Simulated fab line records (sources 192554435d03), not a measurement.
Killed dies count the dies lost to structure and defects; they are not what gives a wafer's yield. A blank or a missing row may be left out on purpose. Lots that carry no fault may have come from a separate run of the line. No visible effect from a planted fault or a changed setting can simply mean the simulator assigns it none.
Which tool is to blame? / flow n5Finfet / route of 1938 steps, sampled at 1 step: 10 lots, 30 wafers

## WHAT THE GAUGES READ, wafer by wafer
N5_BEOL_M6_CD_MEAS_11: the cd target is 38.5 nm.
lot=L420; measured=day 10 01:14; on=cdSem-02; cdNm (nm)=38.5 37.2 38.3
lot=L421; measured=day 10 02:47; on=cdSem-02; cdNm (nm)=37.7 38.8 38.7
lot=L422; measured=day 10 05:46; on=cdSem-02; cdNm (nm)=38.0 38.7 38.4
lot=L424; measured=day 10 19:07; on=cdSem-02; cdNm (nm)=37.9 37.8 38.2
lot=L425; measured=day 11 15:48; on=cdSem-01; cdNm (nm)=38.4 38.9 38.1
lot=L434; measured=day 13 16:10; on=cdSem-02; cdNm (nm)=38.0 38.3 37.9
lot=L438; measured=day 13 21:12; on=cdSem-02; cdNm (nm)=37.8 38.7 38.5
lot=L436; measured=day 14 08:08; on=cdSem-03; cdNm (nm)=39.3 38.8 38.3
lot=L440; measured=day 15 06:47; on=cdSem-03; cdNm (nm)=38.2 37.6 38.0
lot=L443; measured=day 16 01:17; on=cdSem-03; cdNm (nm)=38.1 38.0 38.5

## WHICH TOOL RAN EACH LOT (tool, then ch and the chambers of the sampled wafers, then the start)
No process step before these readings appears in the record.

## THE ANSWER, worked out from the rows above alone
Rule: what is usual is taken from the lots themselves. The widest of any qualifying gaps counts: lots, ordered by their means at a reading, are off when they make up no more than a third of the lots, leave a main group of 4 or more, and stand apart from it by 3 or more times the standard deviation of that group's means. If all means in a main group match to the digits the tables above print for the reading, that group is not used. A lot without any number at a reading at which 4 lots or more have one is off too. Any other lot the step has rows for is counted as sound.
Nothing can be told from this: no lot is off at any reading shown.

## WHAT HAD BEEN PUT IN BY THE SIMULATOR
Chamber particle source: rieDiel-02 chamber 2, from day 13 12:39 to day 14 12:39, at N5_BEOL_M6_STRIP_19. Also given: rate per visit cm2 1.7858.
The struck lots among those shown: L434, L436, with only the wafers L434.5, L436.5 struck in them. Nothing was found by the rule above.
